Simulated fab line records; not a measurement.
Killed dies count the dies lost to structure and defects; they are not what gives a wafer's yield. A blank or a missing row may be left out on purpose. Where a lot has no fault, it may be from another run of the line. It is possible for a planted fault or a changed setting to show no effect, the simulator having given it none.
fab line records | flow n5-finfet
[record] lots = 5 wafers = 12 last-day = 16
route steps=1938 shown BEOL_M0_SAQP@642 BEOL_M4@1111 PASSIVATION@1936
lots that met no fault: from a run of the same line without faults
start-h: start of the lot's first displayed wafer, in hours after the record's first day | wait-h: time in hours since the lot's previous step | " repeats the value in the row above | L1.1+2: one row covering several wafers at once | - no value present, or no start provided | * or withheld: withheld | < > ~ a bound
route shown NAME@n: NAME is a module with steps in the file, n the number in the route of the first one | usual: mean and standard deviation over wafers with no fault | same: alike in all rows | chamber/n: place in a boat | sites: per-site readings | _std_site: their standard deviation | _edge_site: outer sites' mean less inner sites' | radius-mm: for every site, how far away it sits from the centre of the wafer | mask NAME#n: copy n | behind: the most recent tool/chamber to have shaped the wafer | hold: the reason the lot was held/the length of the hold in hours/how it ended | device: the n, p or np transistor that did not switch | end of line: the route-end tests of the same wafers | for a step that has no rows: nothing shown but its recipe | killed: count of dies lost to structure and defects at first sort (not the wafer's yield) | map: shows each die of a wafer: x if killed, . if not, _ if none is there
set.NAME: the setting as run; set.NAME@STEP: as run at that earlier step | model.NAME: the simulator's own value behind a step, which no gauge read
lots at some steps of the route; a table a step, a row a wafer
services: a tool's chamber out of use, with start hour (start-h, from the record's first day; less than 0 if before it), hours out, and reason
[[steps]]
[step N5_BEOL_M0_SAQP_COAT_82]
[recipe] resist = SiARC temp-c = 220 time-s = 60 spin-rpm = 1500 resist-thk-nm = 30
[step N5_BEOL_M0_SAQP_COAT_08]
[recipe] resist = CAR-ArF spin-rpm = 1500 resist-thk-nm = 90
[step N5_BEOL_M0_SAQP_EBR_10]
[recipe] solvent = PGMEA ebr-width-mm = 1.5
[step N5_BEOL_M0_SAQP_SOFTBAKE_09]
[recipe] temp-c = 110 time-s = 60 resist = CAR-ArF
[step N5_BEOL_M0_SAQP_EXPOSE_11]
[recipe] mask-id = M0_CORE na = 1.35 source-shape = dipole sigma-inner = 0.538 sigma-outer = 0.738 polarization = te target-cd-nm = 42 dose-mj = 55
[step N5_BEOL_M0_SAQP_PEB_12]
[recipe] peb-temp-c = withheld peb-time-s = 60 resist = CAR-ArF
[step N5_BEOL_M0_SAQP_DEVELOP_13]
[recipe] develop-time-s = 30 developer = TMAH resist = CAR-ArF dev-temp-c = 23 rinse-liquid = diw dry = air-spin
[step N5_BEOL_M0_SAQP_DESCUM_19]
[recipe] chemistry = O2 time-s = 7.9 source-power-w = 50 bias-power-w = 20 pressure-mtorr = 20 rf-frequency-hz = 2.712e+07 temp-c = 40 resist = CAR-ArF o2-flow-sccm = 225
[step N5_BEOL_M0_SAQP_ETCH_83]
[recipe] chemistry = CF4 target = SiARC target-depth-a = 390 mask-material = CAR-ArF time-s = 65 ion-energy-ev = 80 pressure-mtorr = 40 source-w = 545 bias-w = 36 Ar_flow_sccm = 100 cf4-flow-sccm = 100 ends = cleared
[step N5_BEOL_M0_SAQP_ETCH_84]
[recipe] chemistry = N2/H2 target = SOC target-depth-a = 1000 overetch-a = 200 mask-material = SiARC temp-c = 40 time-s = 150 ion-energy-ev = 200 pressure-mtorr = 30 source-w = 840 bias-w = 150 n2-flow-sccm = 200 h2-flow-sccm = 200
[usual] drypump-motor-current-A = 5.8/0.46 oes-product-au = 0.67/0.054 rf-vpp-V = 523.6/2.6 run-length-s = 173.4/0.4 showerhead-plenum-p-Torr = 2.53/0.083 throttle-valve-pct = 17.85/0.16
// columns lot.wafer tool chamber start-h wait-h drypump-motor-current-A oes-product-au rf-hours-counter-h rf-vpp-V run-length-s showerhead-plenum-p-Torr throttle-valve-pct model.etch.depth-nm model.SiARC_of_BEOL_M0_SAQP_COAT_82.thk-nm
L817.1 rie-diel-01 1 133.65 0.0 6.5 0.82 26 525.3 173.6 2.60 17.79 99.75 24.6
L817.2 " 2 " " 6.0 0.66 170 526.1 174.1 2.63 17.91 99.65 24.2
L817.4 " 0 " " 6.1 0.71 136 521.6 173.3 2.44 17.91 99.41 24.4
L822.1 rie-diel-02 0 160.81 0.0 5.8 0.66 157 523.9 174.0 2.53 17.68 100.1 24.2
L822.3 " 3 " " 5.9 0.64 192 522.0 173.3 2.44 18.01 99.89 24.6
L822.4 " 1 " " 6.2 0.64 187 526.9 174.1 2.60 17.63 99.76 24.2
L827.1 rie-diel-02 0 191.77 0.0 5.7 0.75 168 523.6 107.1 2.53 17.72 68.99 26.8
L827.4 " 1 " " 6.2 0.72 193 526.5 107.0 2.60 17.64 66.47 26.8
L828.1 rie-diel-02 3 199.92 0.0 5.9 0.69 206 520.5 106.8 2.43 18.03 64.38 27
L828.4 " 2 " " 4.9 0.73 193 521.1 106.5 2.52 17.77 68.22 26.8
L829.4 rie-diel-02 0 202.20 0.0 5.7 0.73 171 522.9 107.3 2.53 17.72 68.25 26.8
L829.6 " 0 " " 5.8 0.64 - 524.2 173.9 2.53 17.71 100.1 24.2
[step N5_BEOL_M0_SAQP_STRIP_80]
[recipe] chemistry = N2/H2 temp-c = 40 n2-flow-sccm = 200 h2-flow-sccm = 200 rf-frequency-hz = 6e+07
[step N5_BEOL_M0_SAQP_HM_OPEN_112]
[recipe] chemistry = CHF3/O2 target = SiO2 stop-on = a-Si target-depth-a = 120 over-etch-frac = 1.25 mask-material = SOC time-s = 13.5 pressure-mtorr = 30 source-w = 650 bias-w = 170 Ar_flow_sccm = 200 CHF3_flow_sccm = 50 O2_flow_sccm = 5 ion-energy-ev = 200 ends = end-point
[usual] drypump-motor-current-A = 5.8/0.45 oes_f_703_au = 0.75/0.052 oes-product-au = 0.49/0.039 rf-vpp-V = 526/8.4 showerhead-plenum-p-Torr = 2.40/0.082 throttle-valve-pct = 18.85/0.15
// columns lot.wafer tool chamber start-h wait-h drypump-motor-current-A oes_f_703_au oes-product-au rf-hours-counter-h rf-vpp-V showerhead-plenum-p-Torr throttle-valve-pct model.SiARC_of_BEOL_M0_SAQP_COAT_82.thk-nm
L817.1 rie-diel-01 1 133.75 0.0 6.5 0.89 0.59 26 522 2.44 18.57 5.4
L817.2 " 2 " " 6.0 0.74 0.48 170 544 2.50 19.02 4.8
L817.4 " 0 " " 6.0 0.79 0.51 136 522 2.32 19.00 5.2
L822.1 rie-diel-02 0 160.92 0.0 5.7 0.75 0.48 157 519 2.41 18.72 4.6
L822.3 " 3 " " 5.9 0.71 0.46 192 523 2.29 18.85 5.8
L822.4 " 1 " " 6.2 0.74 0.47 187 524 2.50 18.86 5
L827.1 rie-diel-02 0 191.87 0.0 5.7 0.74 0.28 168 520 2.40 18.67 7.4
L827.4 " 1 " " 6.2 0.74 0.27 194 522 2.49 18.81 7.8
L828.1 rie-diel-02 3 200.03 0.0 5.9 0.70 0.26 206 523 2.29 18.81 8.4
L828.4 " 2 " " 4.9 0.74 0.27 193 527 2.38 18.65 7.8
L829.4 rie-diel-02 0 202.31 0.0 5.7 0.73 0.27 171 520 2.40 18.67 7.4
L829.6 " 0 " " 5.7 0.74 0.47 - 522 2.40 18.72 4.6
[step N5_BEOL_M0_SAQP_STRIP_113]
[recipe] chemistry = CHF3/O2 resist = SiARC rf-frequency-hz = 6e+07
[step N5_BEOL_M0_SAQP_MANDREL_ETCH_20]
[recipe] target-depth-a = 600 chemistry = HBr/Cl2 target = a-Si stop-on = SiNx bt-time-s = 10 mask-material = SOC over-etch-frac = 0.5 time-s = 30 pressure-mtorr = 10 icp-w = 800 bias-w = 75 HBr_flow_sccm = 150 Cl2_flow_sccm = 80 ends = end-point
[usual] drypump-motor-current-A = 5.9/0.52 oes-product-au = 0.784/0.0098 throttle-valve-pct = 35.2/0.42
// columns lot.wafer tool chamber start-h wait-h drypump-motor-current-A oes-product-au rf-hours-counter-h throttle-valve-pct
L817.1 rie-si-05 1 133.84 0.0 5.6 0.779 190 34.9
L817.2 " 3 " " 5.4 0.774 113 35.8
L817.4 " 0 " " 6.7 0.805 14 34.8
L822.1 rie-si-05 2 161.00 0.0 6.8 0.775 170 35.2
L822.3 " 3 " " 5.5 0.776 114 35.8
L822.4 " 1 " " 5.6 0.767 191 34.9
L827.1 rie-si-01 3 191.96 0.0 6.5 0.324 162 35.8
L827.4 " 3 " " 6.5 0.331 - 35.8
L828.1 rie-si-05 0 200.11 0.0 6.7 0.326 16 35.7
L828.4 " 2 " " 6.7 0.332 171 36.1
L829.4 rie-si-01 3 202.39 0.0 6.5 0.332 162 35.8
L829.6 " 2 " " 5.5 0.777 - 34.5
[step N5_BEOL_M0_SAQP_STRIP_86]
[recipe] chemistry = N2/H2 power-w = 500 temp-c = 40 pressure-mtorr = 50 rf-frequency-hz = 6e+07 overash-fraction = 0.3 bias-power-w = 28 h2-frac = 0.5 n2-flow-sccm = 300 h2-flow-sccm = 300
[step N5_BEOL_M0_SAQP_STRIP_115]
[recipe] chemistry = post-etch-residue-remover time-s = 60 temp-c = 25 remover-ph = withheld remover-water-wt-pct = withheld remover-fluoride-wt-pct = withheld
[step N5_BEOL_M0_SAQP_SRD_93]
[recipe] dry = ipa-marangoni time-s = 30 temp-c = 23 rinse-liquid = diw
[step N5_BEOL_M0_SAQP_RECESS_114]
[recipe] chemistry = HF/NH3 target = SiO2 target-depth-a = 144 afs-cycles = 3 temp-c = 30 sublimation-temp-c = 180 sublimation-time-s = 60
[step N5_BEOL_M0_SAQP_SPACER1_ALD_98]
[recipe] material = SiO2 target-thk-a = 128 temp-c = 300 ald-precursor-family = BDEAS ald-co-reactant = O2-plasma pulse-time-s = 1 purge-time-s = 2 co-reactant-purge-time-s = 2 ald-cycles = 138 pressure-torr = 2
[step N5_BEOL_M0_SAQP_SPACER1_ETCHBACK_99]
[recipe] chemistry = CHF3/O2 mode = anisotropic-etchback target = SiO2 target-depth-a = 154 time-s = 7.7 pressure-mtorr = 30 source-w = 650 bias-w = 170 Ar_flow_sccm = 200 CHF3_flow_sccm = 50 O2_flow_sccm = 5 ion-energy-ev = 200
[usual] drypump-motor-current-A = 5.7/0.42 oes_f_703_au = 0.75/0.048 oes-product-au = 0.74/0.056 rf-vpp-V = 526/10 showerhead-plenum-p-Torr = 2.42/0.085 throttle-valve-pct = 18.96/0.16
// columns lot.wafer tool chamber start-h wait-h drypump-motor-current-A oes_f_703_au oes-product-au rf-hours-counter-h rf-vpp-V showerhead-plenum-p-Torr throttle-valve-pct
L817.1 rie-diel-02 3 134.94 0.3 5.9 0.72 0.70 184 521 2.30 18.88
L817.2 " 1 " " 6.2 0.74 0.73 178 524 2.50 18.89
L817.4 " 0 " " 5.7 0.76 0.74 147 523 2.41 18.75
L822.1 rie-diel-05 0 162.66 0.3 5.9 0.85 0.86 68 548 2.54 18.92
L822.3 " 3 " " 5.6 0.70 0.71 212 529 2.49 19.02
L822.4 " 1 " " 5.7 0.72 0.72 169 534 2.32 19.33
L827.1 rie-diel-02 0 193.43 0.3 5.8 0.75 0.27 168 521 2.40 18.68
L827.4 " 2 " " 5.0 0.74 0.27 191 526 2.39 18.65
L828.1 rie-diel-05 0 201.66 0.4 5.9 0.82 0.32 81 547 2.53 18.82
L828.4 " 1 " " 5.7 0.70 0.27 181 533 2.31 19.25
L829.4 rie-diel-01 2 204.20 0.3 6.0 0.72 0.28 193 543 2.50 19.01
L829.6 " 0 " " 6.0 0.78 0.78 - 521 2.31 19.10
[step N5_BEOL_M0_SAQP_MANDREL1_REMOVE_100]
[recipe] chemistry = HBr/Cl2/O2 bt-time-s = 10 target = a-Si stop-on = SiNx endpoint = OES-SiCl over-etch-frac = 0.85 icp-w = 600 bias-w = 30 HBr_flow_sccm = 150 Cl2_flow_sccm = 80 O2_flow_sccm = 5 pressure-mtorr = 10
[usual] drypump-motor-current-A = 5.8/0.5 oes-product-au = 1.008/0.012 throttle-valve-pct = 36.6/0.39
// columns lot.wafer tool chamber start-h wait-h drypump-motor-current-A oes-product-au rf-hours-counter-h throttle-valve-pct model.BEOL_M0_SAQP.cd-nm
L817.1 rie-si-06 1 135.02 0.1 4.9 1.019 173 36.9 13
L817.2 " 2 " " 5.9 1.002 147 36.9 13
L817.4 " 0 " " 5.8 1.001 162 36.7 12.6
L822.1 rie-si-01 0 162.75 0.1 5.7 1.025 124 36.9 12.6
L822.3 " 1 " " 5.8 0.974 192 36.5 13
L822.4 " 2 " " 5.5 0.998 69 35.7 12.6
L827.1 rie-si-06 3 193.52 0.1 5.5 0.387 67 36.7 43
L827.4 " 0 " " 5.8 0.383 163 36.6 43.6
L828.1 rie-si-01 0 201.75 0.1 5.6 0.378 125 36.9 44
L828.4 " 3 " " 6.5 0.380 162 36.2 44.2
L829.4 rie-si-01 3 204.29 0.1 6.6 0.375 162 36.2 44.2
L829.6 " 3 " " 6.5 1.009 - 36.2 12.8
[step N5_BEOL_M0_SAQP_CD_MEAS_25]
[recipe] target-cd-nm = 13.1 landing-energy-ev = 1000 detector = se-inlens
[usual] cd-nm = 12.79/0.23
// columns lot.wafer tool chamber start-h wait-h cd-nm
L817.1 cd-sem-01 0 135.13 0.1 12.74
L817.2 " 0 " " 12.73
L817.4 " 0 " " 12.66
L822.1 cd-sem-03 0 162.85 0.1 12.74
L822.3 " 0 " " 12.98
L822.4 " 0 " " 12.52
L827.1 cd-sem-02 0 193.63 0.1 -
L827.4 " 0 " " -
L828.1 cd-sem-02 0 201.86 0.1 -
L828.4 " 0 " " -
L829.4 cd-sem-02 0 204.40 0.1 -
L829.6 " 0 " " 13.28
[step N5_BEOL_M0_SAQP_ETCH_101]
[recipe] chemistry = CH3F/O2 target = SiNx mask-material = SiO2 target-depth-a = 299 time-s = 42.7 pressure-mtorr = 30 source-w = 395 bias-w = 73 Ar_flow_sccm = 150 CH3F_flow_sccm = 30 O2_flow_sccm = 20 ion-energy-ev = 120
[step N5_BEOL_M0_SAQP_ETCH_102]
[recipe] chemistry = CF4 target = SiO2 target-depth-a = 40 ion-energy-ev = 350 time-s = 4.4 pressure-mtorr = 10 icp-w = 800 bias-w = 400 cf4-flow-sccm = 80
[step N5_BEOL_M0_SAQP_MANDREL_ETCH_103]
[recipe] chemistry = HBr/Cl2 target = a-Si target-depth-a = 450 bt-time-s = 10 stop-on = SiCN mask-material = SiO2 over-etch-frac = 0.8 time-s = 27 pressure-mtorr = 10 icp-w = 800 bias-w = 75 HBr_flow_sccm = 150 Cl2_flow_sccm = 80 ends = end-point
[step N5_BEOL_M0_SAQP_RECESS_104]
[recipe] chemistry = HF/NH3 target = SiO2 target-depth-a = 180 afs-cycles = 3 temp-c = 30 sublimation-temp-c = 180 sublimation-time-s = 60
[step N5_BEOL_M0_SAQP_COAT_105]
[recipe] resist = SOC temp-c = 250 time-s = 60 spin-rpm = 1500 resist-thk-nm = 100
[step N5_BEOL_M0_SAQP_ETCH_106]
[recipe] chemistry = N2/H2 target = SOC target-depth-a = 1500 stop-on = SiNx ion-energy-ev = 100 bias-w = 61 pressure-mtorr = 30 source-w = 850 n2-flow-sccm = 200 h2-flow-sccm = 200
[step N5_BEOL_M0_SAQP_ETCH_107]
[recipe] chemistry = CH3F/O2 target = SiNx target-depth-a = 300 mask-material = SOC pressure-mtorr = 30 source-w = 395 bias-w = 73 Ar_flow_sccm = 150 CH3F_flow_sccm = 30 O2_flow_sccm = 20 ion-energy-ev = 120
[step N5_BEOL_M0_SAQP_STRIP_108]
[recipe] chemistry = N2/H2 power-w = 500 temp-c = 40 pressure-mtorr = 50 rf-frequency-hz = 6e+07 overash-fraction = 0.3 bias-power-w = 28 h2-frac = 0.5 n2-flow-sccm = 300 h2-flow-sccm = 300
[step N5_BEOL_M0_SAQP_RECESS_109]
[recipe] chemistry = HF/NH3 target = SiO2 target-depth-a = 30 afs-cycles = 1 temp-c = 30 sublimation-temp-c = 180 sublimation-time-s = 60
[step N5_BEOL_M0_SAQP_SPACER2_ALD_26]
[recipe] material = SiO2 target-thk-a = 150 temp-c = 300 ald-precursor-family = BDEAS ald-co-reactant = O2-plasma pulse-time-s = 1 purge-time-s = 2 co-reactant-purge-time-s = 2 pressure-torr = 2
[step N5_BEOL_M0_SAQP_SPACER2_ETCHBACK_27]
[recipe] chemistry = CHF3/O2 mode = anisotropic-etchback target = SiO2 target-depth-a = 225 time-s = 11.25 pressure-mtorr = 30 source-w = 650 bias-w = 170 Ar_flow_sccm = 200 CHF3_flow_sccm = 50 O2_flow_sccm = 5 ion-energy-ev = 200
[step N5_BEOL_M0_SAQP_MANDREL2_REMOVE_110]
[recipe] chemistry = HBr/Cl2/O2 bt-time-s = 10 target = a-Si stop-on = SiCN endpoint = OES-SiCl over-etch-frac = 1 icp-w = 600 bias-w = 30 HBr_flow_sccm = 150 Cl2_flow_sccm = 80 O2_flow_sccm = 5 pressure-mtorr = 10
[step N5_BEOL_M0_SAQP_CD_MEAS_29]
[recipe] target-cd-nm = 14.4 landing-energy-ev = 1000 detector = se-inlens
[usual] cd-nm = 15.02/0.25
// columns lot.wafer tool chamber start-h wait-h cd-nm
L817.1 cd-sem-03 0 137.70 0.1 14.80
L817.2 " 0 " " 15.18
L817.4 " 0 " " 15.64
L822.1 cd-sem-01 0 165.18 0.1 15.16
L822.3 " 0 " " 15.16
L822.4 " 0 " " 14.89
L827.1 cd-sem-01 0 196.10 0.1 -
L827.4 " 0 " " -
L828.1 cd-sem-03 0 204.66 0.1 -
L828.4 " 0 " " -
L829.4 cd-sem-01 0 207.65 0.1 -
L829.6 " 0 " " 15.25
[step N5_BEOL_M0_SAQP_COAT_69]
[recipe] resist = SOC temp-c = 250 time-s = 60 spin-rpm = 1500 resist-thk-nm = 90
[step N5_BEOL_M0_SAQP_COAT_72]
[recipe] resist = SiARC temp-c = 220 time-s = 60 spin-rpm = 1500 resist-thk-nm = 15
[step N5_BEOL_M0_SAQP_COAT_87]
[recipe] resist = underlayer temp-c = 205 time-s = 60 spin-rpm = 1500 resist-thk-nm = 5
[step N5_BEOL_M0_SAQP_COAT_34]
[recipe] resist = CAR-EUV spin-rpm = 1500 resist-thk-nm = 30
[step N5_BEOL_M4_RC_MEAS_101]
[usual] DIBL_N = 36.0/1.6 DIBL_P = 36.1/2 IOFF_N = 0.160/0.029 IOFF_P = 0.21/0.039 ION_N = 675/13 ION_P = 464/8.8 SS_N = 71.5/0.58 SS_P = 73.3/0.65 VT_N = 250/3.3 VT_P = -249/3.6
// columns lot.wafer tool chamber start-h wait-h DIBL_N[mV/V] DIBL_P[mV/V] IOFF_N[nA/um] IOFF_P[nA/um] ION_N[uA/um] ION_P[uA/um] SS_N[mV/dec] SS_P[mV/dec] VT_N[mV] VT_P[mV]
L817.1 prober-02 0 191.04 0.0 32.2 33.8 0.122 0.18 669 465 70.1 72.2 254 -252
L817.2 " 0 " " 37.0 39.5 0.202 0.27 706 486 72.7 74.6 246 -246
L817.4 " 0 " " 33.7 35.0 0.134 0.19 668 457 70.6 73.3 253 -250
L822.1 prober-02 0 220.01 0.0 36.2 34.9 0.161 0.21 669 460 71.2 73.3 250 -247
L822.3 " 0 " " 38.6 37.5 0.207 0.25 681 456 72.4 73.8 246 -248
L822.4 " 0 " " 39.3 39.8 0.235 0.27 705 476 72.2 74.7 241 -248
L829.6 prober-02 0 268.66 0.8 37.5 38.1 0.183 0.24 667 463 71.9 73.9 249 -249
[step N5_PASSIVATION_PROBE_49]
[usual] defect-limited-yield = 91.0/1.3 killed_at_M0_to_M3 = 36/9.5 killed_at_M4_up = 14/5.6 killed-at-contacts = 12/6.4 killed-at-front-end = 40/10 killed-at-other = 3.2/3 killed-dies = 107/15 killed-on-rim = 15/4.5 killed-open = 69/12 killed-short = 35/7.7 sort_bin_5_function = 5.3/0.91 sort_bin_6_memory = 3.3/0.65 sort-n-pass = 1073/15 sort-yield-pct = 91.0/1.3
[same] gross-dies = 1180 killed-at-back-side = 0 sort_bin_4_leakage[%] = 0 sort_bin_8_speed[%] = 0
// columns lot.wafer tool chamber start-h wait-h defect-limited-yield[%] killed_at_M0_to_M3 killed_at_M4_up killed-at-contacts killed-at-front-end killed-at-other killed-dies killed-on-rim killed-open killed-short sort_bin_5_function[%] sort_bin_6_memory[%] sort-n-pass sort-yield-pct[%]
L827.1 prober-02 - 358.16 0.0 0 1110 19 4 44 3 1180 152 84 41 95.3 4.5 0 0
L827.4 prober-02 - 358.31 0.2 0 1104 27 5 38 6 1180 152 74 31 96.2 3.4 0 0
L829.4 prober-01 - 382.06 0.2 0 1079 21 23 44 13 1180 152 82 62 95.5 4.2 0 0
L828.1 prober-02 - 385.74 0.0 0 1106 11 6 51 6 1180 152 58 41 96.4 3.3 0 0
L828.4 prober-02 - 385.89 0.2 0 1104 21 14 39 2 1180 152 75 24 96.7 3.1 0 0
// killed by level:class
L827.1 BEOL_M0_SAQP:area-etch=1055 BEOL_M1:geometric-particle:open=20 STI_FIN_REVEAL:geometric-particle:open=14 BEOL_M0_SAQP:geometric-particle:short=10 BEOL_M0_SAQP:geometric-particle:open=8 FIN_SAQP:geometric-particle:short=7 BEOL_M2:geometric-particle:open=6 GATE_CUT:geometric-particle:short=5
L827.4 BEOL_M0_SAQP:area-etch=1075 STI_FIN_REVEAL:geometric-particle:open=10 BEOL_M1:geometric-particle:open=9 BEOL_M4:geometric-particle:open=9 FIN_SAQP:geometric-particle:open=8 BEOL_M0_SAQP:geometric-particle:short=6 FIN_SAQP:geometric-particle:short=5 DUMMY_GATE:geometric-particle:open=4
L829.4 BEOL_M0_SAQP:area-etch=1033 MOL_CONTACT_COAG:geometric-particle:open=18 BEOL_M0_SAQP:geometric-particle:short=13 FIN_SAQP:geometric-particle:short=10 BEOL_M0_SAQP:geometric-particle:open=7 GATE_CUT:geometric-particle:short=7 BEOL_M0:geometric-particle:open=7 BEOL_M1:geometric-particle:open=7
L828.1 BEOL_M0_SAQP:area-etch=1080 FIN_SAQP:geometric-particle:short=16 FIN_SAQP:geometric-particle:open=13 STI_FIN_REVEAL:geometric-particle:open=6 DUMMY_GATE:geometric-particle:open=6 BEOL_M1:geometric-particle:open=6 MOL_CONTACT_COAG:geometric-particle:open=5 BEOL_M0_SAQP:geometric-particle:open=5
L828.4 BEOL_M0_SAQP:area-etch=1080 STI_FIN_REVEAL:geometric-particle:open=13 BEOL_M2:geometric-particle:open=13 MOL_CONTACT_COAG:geometric-particle:open=12 BEOL_M4:geometric-particle:open=6 DUMMY_GATE:geometric-particle:open=5 DUMMY_GATE:geometric-particle:short=4 BEOL_M4:geometric-particle:short=4
// map L827.1 (x killed, . not)
_________________xxxxxxxxxxxx________________
______________xxxxxxxxxxxxxxxxxx_____________
___________xxxxxxxxxxxxxxxxxxxxxxxx__________
__________xxxxxxxxxxxxxxxxxxxxxxxxxx_________
________xxxxxxxxxxxxxxxxxxxxxxxxxxxxxx_______
_______xxxxxxxxxxxxxxxxxxxxxxxxxxxxxxxx______
______xxxxxxxxxxxxxxxxxxxxxxxxxxxxxxxxxx_____
_____xxxxxxxxxxxxxxxxxxxxxxxxxxxxxxxxxxxx____
____xxxxxxxxxxxxxxxxxxxxxxxxxxxxxxxxxxxxxx___
___xxxxxxxxxxxxxxxxxxxxxxxxxxxxxxxxxxxxxxxx__
___xxxxxxxxxxxxxxxxxxxxxxxxxxxxxxxxxxxxxxxx__
__xxxxxxxxxxxxxxxxxxxxxxxxxxxxxxxxxxxxxxxxxx_
__xxxxxxxxxxxxxxxxxxxxxxxxxxxxxxxxxxxxxxxxxx_
_xxxxxxxxxxxxxxxxxxxxxxxxxxxxxxxxxxxxxxxxxxxx
_xxxxxxxxxxxxxxxxxxxxxxxxxxxxxxxxxxxxxxxxxxxx
_xxxxxxxxxxxxxxxxxxxxxxxxxxxxxxxxxxxxxxxxxxxx
_xxxxxxxxxxxxxxxxxxxxxxxxxxxxxxxxxxxxxxxxxxxx
_xxxxxxxxxxxxxxxxxxxxxxxxxxxxxxxxxxxxxxxxxxxx
_xxxxxxxxxxxxxxxxxxxxxxxxxxxxxxxxxxxxxxxxxxxx
_xxxxxxxxxxxxxxxxxxxxxxxxxxxxxxxxxxxxxxxxxxxx
_xxxxxxxxxxxxxxxxxxxxxxxxxxxxxxxxxxxxxxxxxxxx
__xxxxxxxxxxxxxxxxxxxxxxxxxxxxxxxxxxxxxxxxxx_
__xxxxxxxxxxxxxxxxxxxxxxxxxxxxxxxxxxxxxxxxxx_
___xxxxxxxxxxxxxxxxxxxxxxxxxxxxxxxxxxxxxxxx__
___xxxxxxxxxxxxxxxxxxxxxxxxxxxxxxxxxxxxxxxx__
____xxxxxxxxxxxxxxxxxxxxxxxxxxxxxxxxxxxxxx___
_____xxxxxxxxxxxxxxxxxxxxxxxxxxxxxxxxxxxx____
______xxxxxxxxxxxxxxxxxxxxxxxxxxxxxxxxxx_____
_______xxxxxxxxxxxxxxxxxxxxxxxxxxxxxxxx______
________xxxxxxxxxxxxxxxxxxxxxxxxxxxxxx_______
__________xxxxxxxxxxxxxxxxxxxxxxxxxx_________
___________xxxxxxxxxxxxxxxxxxxxxxxx__________
______________xxxxxxxxxxxxxxxxxx_____________
_________________xxxxxxxxxxxx________________
// map L828.1 (x killed, . not)
_________________xxxxxxxxxxxx________________
______________xxxxxxxxxxxxxxxxxx_____________
___________xxxxxxxxxxxxxxxxxxxxxxxx__________
__________xxxxxxxxxxxxxxxxxxxxxxxxxx_________
________xxxxxxxxxxxxxxxxxxxxxxxxxxxxxx_______
_______xxxxxxxxxxxxxxxxxxxxxxxxxxxxxxxx______
______xxxxxxxxxxxxxxxxxxxxxxxxxxxxxxxxxx_____
_____xxxxxxxxxxxxxxxxxxxxxxxxxxxxxxxxxxxx____
____xxxxxxxxxxxxxxxxxxxxxxxxxxxxxxxxxxxxxx___
___xxxxxxxxxxxxxxxxxxxxxxxxxxxxxxxxxxxxxxxx__
___xxxxxxxxxxxxxxxxxxxxxxxxxxxxxxxxxxxxxxxx__
__xxxxxxxxxxxxxxxxxxxxxxxxxxxxxxxxxxxxxxxxxx_
__xxxxxxxxxxxxxxxxxxxxxxxxxxxxxxxxxxxxxxxxxx_
_xxxxxxxxxxxxxxxxxxxxxxxxxxxxxxxxxxxxxxxxxxxx
_xxxxxxxxxxxxxxxxxxxxxxxxxxxxxxxxxxxxxxxxxxxx
_xxxxxxxxxxxxxxxxxxxxxxxxxxxxxxxxxxxxxxxxxxxx
_xxxxxxxxxxxxxxxxxxxxxxxxxxxxxxxxxxxxxxxxxxxx
_xxxxxxxxxxxxxxxxxxxxxxxxxxxxxxxxxxxxxxxxxxxx
_xxxxxxxxxxxxxxxxxxxxxxxxxxxxxxxxxxxxxxxxxxxx
_xxxxxxxxxxxxxxxxxxxxxxxxxxxxxxxxxxxxxxxxxxxx
_xxxxxxxxxxxxxxxxxxxxxxxxxxxxxxxxxxxxxxxxxxxx
__xxxxxxxxxxxxxxxxxxxxxxxxxxxxxxxxxxxxxxxxxx_
__xxxxxxxxxxxxxxxxxxxxxxxxxxxxxxxxxxxxxxxxxx_
___xxxxxxxxxxxxxxxxxxxxxxxxxxxxxxxxxxxxxxxx__
___xxxxxxxxxxxxxxxxxxxxxxxxxxxxxxxxxxxxxxxx__
____xxxxxxxxxxxxxxxxxxxxxxxxxxxxxxxxxxxxxx___
_____xxxxxxxxxxxxxxxxxxxxxxxxxxxxxxxxxxxx____
______xxxxxxxxxxxxxxxxxxxxxxxxxxxxxxxxxx_____
_______xxxxxxxxxxxxxxxxxxxxxxxxxxxxxxxx______
________xxxxxxxxxxxxxxxxxxxxxxxxxxxxxx_______
__________xxxxxxxxxxxxxxxxxxxxxxxxxx_________
___________xxxxxxxxxxxxxxxxxxxxxxxx__________
______________xxxxxxxxxxxxxxxxxx_____________
_________________xxxxxxxxxxxx________________
[[services]]
// columns tool chamber start-h hours kind
rie-diel-02 1 113.71 14.4 repair
rie-si-05 0 115.69 2.7 repair
rie-si-01 0 141.74 4.9 repair
rie-si-05 - 162.84 0.4 repair
rie-diel-02 1 163.00 10.2 repair
rie-si-01 1 163.43 - clean
rie-si-01 1 163.43 33.8 scheduled-down
rie-si-01 1 163.43 33.8 vent-cycle
rie-diel-05 1 177.64 1.4 repair
rie-si-05 1 179.64 - clean
rie-si-05 1 179.64 19.4 scheduled-down
rie-si-05 1 179.64 19.4 vent-cycle
rie-diel-01 0 181.02 4.1 repair
[[key]]
[first-sign] step = N5_BEOL_M0_SAQP_ETCH_84 reading = run-length-s direction = down sigmas = 99+ usual = * struck = *
[effect] step = N5_BEOL_M0_SAQP_HM_OPEN_112 reading = oes-product-au direction = down sigmas = 5.5 usual = 0.49 struck = 0.27
[effect] step = N5_BEOL_M0_SAQP_MANDREL_ETCH_20 reading = oes-product-au direction = down sigmas = 47 usual = 0.784 struck = 0.329
[effect] step = N5_BEOL_M0_SAQP_SPACER1_ETCHBACK_99 reading = oes-product-au direction = down sigmas = 8.2 usual = 0.74 struck = 0.28
[effect] step = N5_BEOL_M0_SAQP_MANDREL1_REMOVE_100 reading = oes-product-au direction = down sigmas = 53 usual = 1.008 struck = 0.381
[effect] step = N5_BEOL_M0_SAQP_CD_MEAS_25 reading = cd-nm direction = missing
[effect] step = N5_BEOL_M0_SAQP_CD_MEAS_29 reading = cd-nm direction = missing
[effect] step = N5_PASSIVATION_PROBE_49 reading = killed_at_M0_to_M3 direction = up sigmas = 99+ usual = 36 struck = 1101
[model-effect] step = N5_BEOL_M0_SAQP_ETCH_84 value = etch.depth-nm without = 100.2 struck = 67.26
[model-effect] step = N5_BEOL_M0_SAQP_HM_OPEN_112 value = SiARC_of_BEOL_M0_SAQP_COAT_82.thk-nm without = 5.2 struck = 7.76
[model-effect] step = N5_BEOL_M0_SAQP_MANDREL1_REMOVE_100 value = BEOL_M0_SAQP.cd-nm without = 12.72 struck = 43.8
[more-kills-born-at] N5_BEOL_M0_SAQP_ETCH_84@rie-diel-02 = 5323
met-at N5_BEOL_M0_SAQP_ETCH_84
struck-wafers L827.1,L827.4,L828.1,L828.4,L829.4
later-rows-left-out L827.1,L827.4,L828.1,L828.4,L829.4
onset-between 160.81 191.77
[fault] kind = process-parameter-drift tool = rie-diel-02 chamber = - onset-h = 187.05 steps = N5_BEOL_M0_SAQP_ETCH_84 channel = time-s offset = * shape = step end-h = 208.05 scope = struck-wafers-only acts-in = * stated = *
// later-rows-left-out: the simulator's readings of these wafers behind a module that went badly wrong aren't trusted and aren't shown, but for the sort
